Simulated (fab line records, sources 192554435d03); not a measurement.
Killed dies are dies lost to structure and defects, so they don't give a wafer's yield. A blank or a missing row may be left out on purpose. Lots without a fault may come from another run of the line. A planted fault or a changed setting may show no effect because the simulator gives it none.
Split-lot experiment | flow n5_finfet | 7 lots, 21 wafers read, on a route of 1938 steps

THE SPLIT
At N5_BEOL_M9_ILD_DEP_00 (deposits SiCOH lowk from DEMS/porogen, target thk 308.51 nm, time 58 s), the setting time_s was moved away from the recipe's 58 s on 11 of the 21 wafers read, by -14.8% to +14.0%. The other wafers ran this setting at the recipe's value.

FROM THE SPLIT TO THE READING: what the file shows between them, 1 step
- N5_BEOL_M9_CURE_71: cures SiCOH lowk, time 240 s

THE READING
M9_ILD_THK, in nm, at N5_BEOL_M9_THK_MEAS_01. Fault-free wafers of this fab line usually give 268 nm, standard deviation 3.3 nm.

wafer  | tool, chamber at the split | time_s as run, s | against the recipe | M9_ILD_THK, nm | against lot-mates on the recipe
L074.2 | pecvd-04, 1                | 50.6             | -12.8%             | 230            | -38
L074.3 | pecvd-04, 1                | 58               | recipe             | 268            | -
L074.4 | pecvd-04, 0                | 50.6             | -12.8%             | 234            | -34
L076.3 | pecvd-03, 1                | 49.44            | -14.8%             | 229            | -43
L076.4 | pecvd-03, 0                | 58               | recipe             | 272            | -
L076.6 | pecvd-03, 1                | 49.44            | -14.8%             | 233            | -39
L080.3 | pecvd-03, 1                | 66.14            | +14.0%             | 305            | +34
L080.4 | pecvd-03, 0                | 58               | recipe             | 271            | -
L080.5 | pecvd-03, 2                | 66.14            | +14.0%             | 311            | +40
L085.3 | pecvd-01, 0                | 58               | recipe             | 264            | -
L085.4 | pecvd-01, 1                | 58               | recipe             | 268            | -
L085.5 | pecvd-01, 0                | 53.87            | -7.1%              | 250            | -16
L088.4 | pecvd-03, 0                | 54.56            | -5.9%              | 255            | -18
L088.5 | pecvd-03, 1                | 58               | recipe             | 273            | -
L088.6 | pecvd-03, 2                | 54.56            | -5.9%              | 255            | -18
L093.2 | pecvd-01, 1                | 55.06            | -5.1%              | 250            | -18
L093.3 | pecvd-01, 0                | 58               | recipe             | 268            | -
L093.5 | pecvd-01, 1                | 55.06            | -5.1%              | 253            | -15
L091.1 | pecvd-03, 2                | 58               | recipe             | 267            | -
L091.2 | pecvd-03, 0                | 58               | recipe             | 265            | -
L091.6 | pecvd-03, 1                | 58               | recipe             | 277            | -

THE FIT
A straight line over all 21 wafers: M9_ILD_THK changes by +2.75 nm for each +1% of time_s; r = +0.99; the points scatter about the line by 3.5 nm.
The same after taking each lot's own level away (the mean of its wafers on the recipe; 21 wafers): +2.74 nm for each +1%; r = +0.99; scatter 2.9 nm.
On that fit, the largest move of time_s shifts the reading by 40 nm.
The lots' own levels span 266.0 to 273.0 nm, that is 2.1 times the standard deviation above.
So the lot-to-lot level changes the slope little: the two slopes agree.
Check: with one of the wafers moved furthest among these (-14.8%) left out of the fit, the line predicts -40.5 nm for it against its lot-mates. It came out at -43 nm against them.

OTHER SPLITS ON THESE WAFERS
These wafers also went through other splits before the reading. Each is held against what the fit with the lots' levels taken away leaves over:
other split on the same wafers     | wafers away from the commonest value | r with M9_ILD_THK (lot level and that fit taken away)
N5_BEOL_M8_TRENCH_ETCH_37 source_w | 11                                   | +0.15

THE WHOLE CHAIN: every reading that the file lists as answering this split, in the file's order
step                   | what it does                                                           | reading                                                                                  | change (the file's fit)              | r (the file's)
N5_BEOL_M9_ILD_DEP_00  | deposits SiCOH lowk from DEMS/porogen, target thk 308.51 nm, time 58 s | SiCOH_lowk_of_BEOL_M9_ILD_DEP_00.thk_nm (the simulator's own value, which no gauge read) | +3.11 nm for each +1% of the setting | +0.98
N5_BEOL_M9_CURE_71     | cures SiCOH lowk, time 240 s                                           | SiCOH_lowk_of_BEOL_M9_ILD_DEP_00.thk_nm (the simulator's own value, which no gauge read) | +2.73 nm for each +1% of the setting | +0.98
N5_BEOL_M9_THK_MEAS_01 |                                                                        | M9_ILD_THK                                                                               | +2.73 for each +1% of the setting    | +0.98

THE FILE'S OWN FIT
M9_ILD_THK changes by +2.73 nm for each +1% of time_s, r = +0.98.
